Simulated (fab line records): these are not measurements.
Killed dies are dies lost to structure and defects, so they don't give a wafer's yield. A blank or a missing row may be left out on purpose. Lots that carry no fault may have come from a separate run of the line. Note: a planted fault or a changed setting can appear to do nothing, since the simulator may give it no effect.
Which of the tools did it? ; flow nand_harc ; Sampling: 13 lots, 39 wafers, 4 of 1302 route steps

WHAT THE GAUGES READ, wafer by wafer
Not one reading of a measure or inspect step in the record can be checked against a usual standard deviation.

WHICH TOOL RAN EACH LOT (tool, then ch and the chambers of the sampled wafers, then the start)
lot;NHARC_A_BONDPAD_PRE_CLEAN_26;NHARC_THIN_TSV_DESCUM_14;NHARC_THIN_TSV_ETCH_44;NHARC_THIN_TSV_ETCHBACK_48
L388;pvd_sputter-01, day 25 12:29 or earlier;rie_diel-07 ch 0,1,2, day 25 12:29;rie_diel-07 ch 0,1,3, day 25 12:35;rie_diel-11 ch 0,1,2, day 25 14:37
L391;pvd_sputter-03, day 26 00:34 or earlier;rie_diel-07 ch 0,2,3, day 26 00:34;rie_diel-07 ch 0,1,3, day 26 00:39;rie_diel-02 ch 0,1,2, day 26 02:38
L393;pvd_sputter-01, day 26 19:43 or earlier;rie_diel-02 ch 1,2,3, day 26 19:43;rie_diel-02 ch 0,1,3, day 26 19:50;rie_diel-11 ch 1,2, day 26 21:46
L395;pvd_sputter-02, day 27 08:16 or earlier;rie_diel-07 ch 0,2,3, day 27 08:16;rie_diel-07 ch 0,1,3, day 27 08:23;rie_diel-07 ch 0,1,3, day 27 10:23
L396;pvd_sputter-03, day 28 10:42 or earlier;rie_diel-02 ch 1,3, day 28 10:42;rie_diel-02 ch 0,1, day 28 10:47;rie_diel-02 ch 0,3, day 28 13:02
L401;pvd_sputter-03, day 30 11:27 or earlier;rie_diel-02 ch 0,3, day 30 11:27;rie_diel-02 ch 0,1,3, day 30 11:34;rie_diel-02 ch 0,1, day 30 13:41
L403;pvd_sputter-02, day 30 15:55 or earlier;rie_diel-02 ch 0,1, day 30 15:55;rie_diel-02 ch 0,1,3, day 30 16:01;rie_diel-02 ch 0,3, day 30 18:11
L405;pvd_sputter-02, day 31 16:38 or earlier;rie_diel-02 ch 1,2, day 31 16:38;rie_diel-02 ch 0,1, day 31 16:43;rie_diel-07 ch 1,2, day 31 18:44
L404;pvd_sputter-02, day 32 02:44 or earlier;rie_diel-02 ch 0,1,2, day 32 02:44;rie_diel-02 ch 2,3, day 32 02:51;rie_diel-11 ch 2,3, day 32 04:55
L409;pvd_sputter-02, day 33 13:30 or earlier;rie_diel-07 ch 0,1, day 33 13:30;rie_diel-07 ch 0,1,3, day 33 13:42;rie_diel-11 ch 1,2,3, day 33 15:37
L407;pvd_sputter-03, day 33 14:47 or earlier;rie_diel-02 ch 2,3, day 33 14:47;rie_diel-02 ch 2,3, day 33 14:52;rie_diel-02 ch 0,3, day 33 16:59
L406;pvd_sputter-01, day 33 18:05 or earlier;rie_diel-07 ch 0,1,2, day 33 18:05;rie_diel-07 ch 0,1,3, day 33 18:14;rie_diel-07 ch 0,1,2, day 33 20:29
L408;pvd_sputter-02, day 33 19:09 or earlier;rie_diel-02 ch 1,2, day 33 19:09;rie_diel-02 ch 1,2,3, day 33 19:21;rie_diel-07 ch 0,3, day 33 21:17
- NHARC_A_BONDPAD_PRE_CLEAN_26: time 30 s.
- NHARC_THIN_TSV_DESCUM_14: chemistry O2, time 3 s.
- NHARC_THIN_TSV_ETCH_44: etches the open film in CF4/O2, target depth 1594.2 nm, time 797.1 s.
- NHARC_THIN_TSV_ETCHBACK_48: etches the open film in C4F8/Ar, target depth 1028.5 nm, time 405.17 s.

AS READ BY THE TOOLS THEMSELVES (means over the sampled wafers that have a number; for cases with no such wafer, the mark the record gives instead)
NHARC_A_BONDPAD_PRE_CLEAN_26.
lot;tool;heater_power_w (W)
L388;pvd_sputter-01;381
L391;pvd_sputter-03;377
L393;pvd_sputter-01;379
L395;pvd_sputter-02;407
L396;pvd_sputter-03;371
L401;pvd_sputter-03;421
L403;pvd_sputter-02;398
L405;pvd_sputter-02;412
L404;pvd_sputter-02;407
L409;pvd_sputter-02;401
L407;pvd_sputter-03;366
L406;pvd_sputter-01;378
L408;pvd_sputter-02;410

NHARC_THIN_TSV_DESCUM_14.
lot;tool;drypump_motor_current_A (A);oes_product_au (a.u.);rf_vpp_V (V);showerhead_plenum_p_Torr (Torr);throttle_valve_pct (%)
L388;rie_diel-07;5.9;0.999;58.4;1.90;11.304
L391;rie_diel-07;5.5;1.002;57.6;1.89;11.307
L393;rie_diel-02;5.8;0.998;58.0;1.87;11.306
L395;rie_diel-07;5.5;0.999;56.5;1.89;11.308
L396;rie_diel-02;5.5;0.995;58.1;1.91;11.312
L401;rie_diel-02;5.7;0.990;57.6;1.86;11.313
L403;rie_diel-02;5.3;0.981;57.7;1.93;11.311
L405;rie_diel-02;5.8;0.996;58.0;1.88;11.296
L404;rie_diel-02;5.6;0.986;57.9;1.89;11.310
L409;rie_diel-07;6.2;1.000;57.5;1.88;11.308
L407;rie_diel-02;6.1;0.999;56.8;1.83;11.312
L406;rie_diel-07;5.9;1.001;58.2;1.89;11.306
L408;rie_diel-02;5.8;1.007;57.7;1.88;11.325

NHARC_THIN_TSV_ETCH_44.
lot;tool;drypump_motor_current_A (A);oes_product_au (a.u.);rf_fwd_power_W (W);rf_vpp_V (V);showerhead_plenum_p_Torr (Torr);throttle_valve_pct (%)
L388;rie_diel-07;5.8;1.006;299.8;791;1.80;16.913
L391;rie_diel-07;5.8;1.009;299.4;791;1.80;16.912
L393;rie_diel-02;5.6;0.994;299.0;793;1.80;16.917
L395;rie_diel-07;5.8;0.914;259.6;793;1.80;16.923
L396;rie_diel-02;5.4;0.991;300.6;794;1.82;16.921
L401;rie_diel-02;5.6;0.992;300.6;792;1.80;16.922
L403;rie_diel-02;5.6;0.994;300.6;792;1.80;16.918
L405;rie_diel-02;5.4;0.997;299.1;794;1.82;16.918
L404;rie_diel-02;6.1;0.997;299.8;789;1.74;16.913
L409;rie_diel-07;5.8;0.993;299.3;791;1.79;16.908
L407;rie_diel-02;6.1;1.007;299.3;790;1.76;16.904
L406;rie_diel-07;5.8;0.996;299.1;792;1.79;16.914
L408;rie_diel-02;5.8;0.998;299.0;792;1.79;16.918

NHARC_THIN_TSV_ETCHBACK_48.
lot;tool;oes_product_au (a.u.);rf_vpp_V (V)
L388;rie_diel-11;0.98;545.3
L391;rie_diel-02;1.00;545.7
L393;rie_diel-11;1.00;542.7
L395;rie_diel-07;0.92;544.4
L396;rie_diel-02;0.92;543.8
L401;rie_diel-02;0.91;547.7
L403;rie_diel-02;0.95;544.8
L405;rie_diel-07;0.92;547.5
L404;rie_diel-11;0.93;542.6
L409;rie_diel-11;0.92;543.1
L407;rie_diel-02;0.92;545.7
L406;rie_diel-07;0.92;546.5
L408;rie_diel-07;0.92;545.8

THE ANSWER, worked out from the rows above alone
Rule: what is usual is taken from the lots themselves. Put in order of their means at a reading, lots are off if they are a third of the lots or fewer, leave a main group of 4 or more, and stand apart from it by a gap of 3 or more times the standard deviation of the main group's means; of several such gaps the widest counts. Not used: any main group whose means are identical at the precision the tables above print for the reading. A lot without any number at a reading at which 4 lots or more have one is off too. All remaining lots with rows at the step are treated as sound. First the gauges in route order, then the tools' own readings, where a lot's mean is used as printed above. At the first step where some lot is off, the reading lying furthest off is the one used; lots without a number count as furthest.
Off, at NHARC_THIN_TSV_ETCH_44 on rf_fwd_power_W: L395. The main group has a mean of 299.6 W with a standard deviation of 0.61.
If a tool, at that step or one of the process steps before it, ran each lot that is off and ran no sound lot following the first of them, it fits. NHARC_A_BONDPAD_PRE_CLEAN_26 gives no start for some lots, so the hours and the order of its lots are those of NHARC_THIN_TSV_DESCUM_14. No candidate that was tried fits.

WHAT THE SIMULATOR HAD PUT IN
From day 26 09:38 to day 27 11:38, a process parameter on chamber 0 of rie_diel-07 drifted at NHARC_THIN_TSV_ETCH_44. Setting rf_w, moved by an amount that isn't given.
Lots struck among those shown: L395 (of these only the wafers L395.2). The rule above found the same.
